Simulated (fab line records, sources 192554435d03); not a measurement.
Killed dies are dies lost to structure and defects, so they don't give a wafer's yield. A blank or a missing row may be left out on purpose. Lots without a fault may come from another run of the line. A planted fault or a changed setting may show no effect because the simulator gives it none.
Which tool did it? | flow n5_finfet | 15 lots, 43 wafers sampled, at 4 steps of a route of 1938

WHAT THE GAUGES READ, wafer by wafer
The record holds no reading of a measuring or inspecting step that can be judged against a usual standard deviation.

WHICH TOOL RAN EACH LOT (tool, then ch and the chambers of the sampled wafers, then the start)
lot  | N5_MOL_CONTACT_COAG_STRIP_49         | N5_BEOL_M0_SAQP_PECVD_03        | N5_BEOL_M0_SAQP_PEB_12            | N5_BEOL_M0_SAQP_HM_OPEN_112
L943 | plasma_asher-01 ch 0, day 5 04:11    | pecvd-03 ch 1,2, day 5 09:05    | litho_track-04 ch 0, day 5 09:43  | rie_diel-06 ch 0,1,2, day 5 10:03
L944 | plasma_asher-02 ch 0,1, day 5 15:18  | pecvd-01 ch 0,1,2, day 5 20:33  | litho_track-03 ch 0, day 5 21:12  | rie_diel-02 ch 0,3, day 5 21:41
L945 | plasma_asher-01 ch 0,1, day 5 17:23  | pecvd-03 ch 0,1, day 6 01:02    | litho_track-03 ch 0, day 6 01:44  | rie_diel-06 ch 0,1,2, day 6 02:05
L946 | plasma_asher-02 ch 0,1, day 5 22:41  | pecvd-03 ch 1,2, day 6 03:11    | litho_track-01 ch 0, day 6 03:41  | rie_diel-06 ch 1,3, day 6 04:02
L948 | plasma_asher-02 ch 0,1, day 6 12:26  | pecvd-03 ch 0,2, day 6 19:05    | litho_track-03 ch 0, day 6 19:37  | rie_diel-04 ch 0,3, day 6 19:58
L949 | plasma_asher-02 ch 0,1, day 6 15:46  | pecvd-01 ch 0,1,2, day 6 22:23  | litho_track-03 ch 0, day 6 23:02  | rie_diel-04 ch 0,2,3, day 6 23:43
L950 | plasma_asher-01 ch 0,1, day 6 21:37  | pecvd-03 ch 1,2, day 7 02:59    | litho_track-04 ch 0, day 7 03:42  | rie_diel-02 ch 0,2,3, day 7 04:03
L951 | plasma_asher-02 ch 0,1, day 7 05:06  | pecvd-02 ch 0,2, day 7 09:37    | litho_track-04 ch 0, day 7 10:07  | rie_diel-04 ch 1,2, day 7 10:28
L953 | plasma_asher-01 ch 0,1, day 7 20:38  | pecvd-01 ch 0,2, day 8 02:16    | litho_track-04 ch 0, day 8 02:54  | rie_diel-06 ch 1,2,3, day 8 03:15
L957 | plasma_asher-01 ch 0,1, day 8 14:43  | pecvd-02 ch 1,2, day 8 21:24    | litho_track-04 ch 0, day 8 22:02  | rie_diel-06 ch 0,1,3, day 8 22:22
L961 | plasma_asher-01 ch 0,1, day 9 19:25  | pecvd-02 ch 0,1,2, day 10 00:50 | litho_track-03, day 10 01:21      | rie_diel-02 ch 0,2,3, day 10 01:42
L962 | plasma_asher-02 ch 0,1, day 9 22:44  | pecvd-03 ch 0,1, day 10 04:11   | litho_track-01, day 10 04:56      | rie_diel-02 ch 0,1,2, day 10 05:17
L963 | plasma_asher-02 ch 0,1, day 10 08:02 | pecvd-03 ch 0,1, day 10 13:04   | litho_track-04, day 10 13:35      | rie_diel-04 ch 0,2,3, day 10 13:56
L965 | plasma_asher-02 ch 0,1, day 10 14:53 | pecvd-01 ch 1,2, day 10 19:43   | litho_track-01 ch 0, day 10 20:26 | rie_diel-02 ch 0,2, day 10 20:47
L966 | plasma_asher-02 ch 0,1, day 10 21:40 | pecvd-03 ch 0,1,2, day 11 02:41 | litho_track-03 ch 0, day 11 03:19 | rie_diel-06 ch 1,2, day 11 03:40
- N5_MOL_CONTACT_COAG_STRIP_49: strips in N2/H2, time 30 s.
- N5_BEOL_M0_SAQP_PECVD_03: deposits SiCN from 3MS/NH3, target thk 12 nm, time 21.1 s.
- N5_BEOL_M0_SAQP_PEB_12: peb time 60 s.
- N5_BEOL_M0_SAQP_HM_OPEN_112: chemistry CHF3/O2, target SiO2, stops on a-Si, target depth 12 nm, time 13.5 s.

WHAT THE TOOLS THEMSELVES READ (means of the sampled wafers that have a number; where no wafer has one, the mark that the record gives instead)
N5_MOL_CONTACT_COAG_STRIP_49. Usual: drypump_motor_current_A 5.62 A, standard deviation 0.29; heater_power_w 373 W, standard deviation 22.
lot  | tool            | drypump_motor_current_A (A) | heater_power_w (W) | flag
L943 | plasma_asher-01 | 5.67                        | 361                |
L944 | plasma_asher-02 | 5.84                        | 369                |
L945 | plasma_asher-01 | 5.47                        | 378                |
L946 | plasma_asher-02 | 5.83                        | 371                |
L948 | plasma_asher-02 | 5.81                        | 364                |
L949 | plasma_asher-02 | 5.78                        | 365                |
L950 | plasma_asher-01 | 5.27                        | 393                |
L951 | plasma_asher-02 | 5.79                        | 372                |
L953 | plasma_asher-01 | 5.28                        | 391                |
L957 | plasma_asher-01 | 5.27                        | 396                |
L961 | plasma_asher-01 | 5.46                        | 379                |
L962 | plasma_asher-02 | 5.77                        | 360                |
L963 | plasma_asher-02 | 5.83                        | 370                |
L965 | plasma_asher-02 | 5.79                        | 368                |
L966 | plasma_asher-02 | 5.76                        | 360                |

N5_BEOL_M0_SAQP_PECVD_03. Usual: showerhead_plenum_p_Torr 3.659 Torr, standard deviation 0.012; throttle_valve_pct 9.0 %, standard deviation 0.52.
lot  | tool     | showerhead_plenum_p_Torr (Torr) | throttle_valve_pct (%) | flag
L943 | pecvd-03 | 3.673                           | 8.7                    |
L944 | pecvd-01 | 3.650                           | 9.3                    |
L945 | pecvd-03 | 3.665                           | 8.7                    |
L946 | pecvd-03 | 3.669                           | 8.6                    |
L948 | pecvd-03 | 3.662                           | 8.6                    |
L949 | pecvd-01 | 3.648                           | 9.4                    |
L950 | pecvd-03 | 3.663                           | 8.6                    |
L951 | pecvd-02 | 3.667                           | 9.1                    |
L953 | pecvd-01 | 3.651                           | 9.0                    |
L957 | pecvd-02 | 3.659                           | 8.9                    |
L961 | pecvd-02 | 3.660                           | 9.2                    |
L962 | pecvd-03 | 3.670                           | 8.7                    |
L963 | pecvd-03 | 3.660                           | 8.6                    |
L965 | pecvd-01 | 3.633                           | 9.6                    |
L966 | pecvd-03 | 3.668                           | 8.6                    |

N5_BEOL_M0_SAQP_PEB_12. Usual: chill_plate_temp_C 22.97 C, standard deviation 0.11; exhaust_pa 45.0 Pa, standard deviation 0.9.
lot  | tool           | chill_plate_temp_C (C) | exhaust_pa (Pa) | flag
L943 | litho_track-04 | 22.98                  | 44.0            |
L944 | litho_track-03 | 22.86                  | 44.9            |
L945 | litho_track-03 | 23.06                  | 44.8            |
L946 | litho_track-01 | 23.04                  | 45.0            |
L948 | litho_track-03 | 22.82                  | 45.5            |
L949 | litho_track-03 | 23.13                  | 44.6            |
L950 | litho_track-04 | 23.02                  | 44.1            |
L951 | litho_track-04 | 23.16                  | 44.4            |
L953 | litho_track-04 | 22.96                  | 44.2            |
L957 | litho_track-04 | 23.09                  | 45.8            |
L961 | litho_track-03 | -                      | -               | OFF
L962 | litho_track-01 | -                      | -               | OFF
L963 | litho_track-04 | -                      | -               | OFF
L965 | litho_track-01 | 23.05                  | 44.5            |
L966 | litho_track-03 | 23.02                  | 45.1            |

N5_BEOL_M0_SAQP_HM_OPEN_112. Usual: drypump_motor_current_A 5.8 A, standard deviation 0.34; oes_product_au 0.53 a.u., standard deviation 0.047; rf_vpp_V 523 V, standard deviation 7.1; showerhead_plenum_p_Torr 2.42 Torr, standard deviation 0.09; throttle_valve_pct 18.75 %, standard deviation 0.22.
lot  | tool        | drypump_motor_current_A (A) | oes_product_au (a.u.) | rf_vpp_V (V) | showerhead_plenum_p_Torr (Torr) | throttle_valve_pct (%) | flag
L943 | rie_diel-06 | 5.9                         | 0.54                  | 521          | 2.40                            | 18.65                  |
L944 | rie_diel-02 | 5.6                         | 0.54                  | 523          | 2.55                            | 18.64                  |
L945 | rie_diel-06 | 5.9                         | 0.53                  | 521          | 2.40                            | 18.65                  |
L946 | rie_diel-06 | 6.0                         | 0.55                  | 520          | 2.41                            | 18.54                  |
L948 | rie_diel-04 | 5.8                         | 0.62                  | 523          | 2.39                            | 18.57                  |
L949 | rie_diel-04 | 5.7                         | 0.59                  | 520          | 2.39                            | 18.72                  |
L950 | rie_diel-02 | 5.8                         | 0.52                  | 521          | 2.47                            | 18.87                  |
L951 | rie_diel-04 | 5.4                         | 0.49                  | 524          | 2.36                            | 18.88                  |
L953 | rie_diel-06 | 5.9                         | 0.54                  | 526          | 2.46                            | 18.60                  |
L957 | rie_diel-06 | 5.8                         | 0.51                  | 523          | 2.38                            | 18.71                  |
L961 | rie_diel-02 | 5.8                         | 0.51                  | 520          | 2.46                            | 18.90                  |
L962 | rie_diel-02 | 5.7                         | 0.52                  | 519          | 2.46                            | 18.94                  |
L963 | rie_diel-04 | 5.7                         | 0.56                  | 520          | 2.38                            | 18.78                  |
L965 | rie_diel-02 | 5.8                         | 0.49                  | 520          | 2.42                            | 19.15                  |
L966 | rie_diel-06 | 6.1                         | 0.54                  | 519          | 2.41                            | 18.58                  |

THE ANSWER, worked out from the rows above alone
Rule: a lot is off if the mean of its wafers that have a number lies more than 3 standard deviations from the usual mean. A lot without any number at a reading at which 4 lots or more have one is off too. The other lots that the step has rows for count as sound. The gauges are gone through in route order, then the tools' own readings, and for those a lot's mean is taken as printed above. The first step at which some lot is off is used, and at that step the reading that is off furthest; a lot without a number counts as furthest.
Off: L961, L962, L963, at N5_BEOL_M0_SAQP_PEB_12 (chill_plate_temp_C). Without a number there: L961, L962, L963.
A tool fits if, at that step or a process step before it, it ran every lot that is off, and no sound lot after the first of them. None of those tried fits.

WHAT THE SIMULATOR HAD PUT IN
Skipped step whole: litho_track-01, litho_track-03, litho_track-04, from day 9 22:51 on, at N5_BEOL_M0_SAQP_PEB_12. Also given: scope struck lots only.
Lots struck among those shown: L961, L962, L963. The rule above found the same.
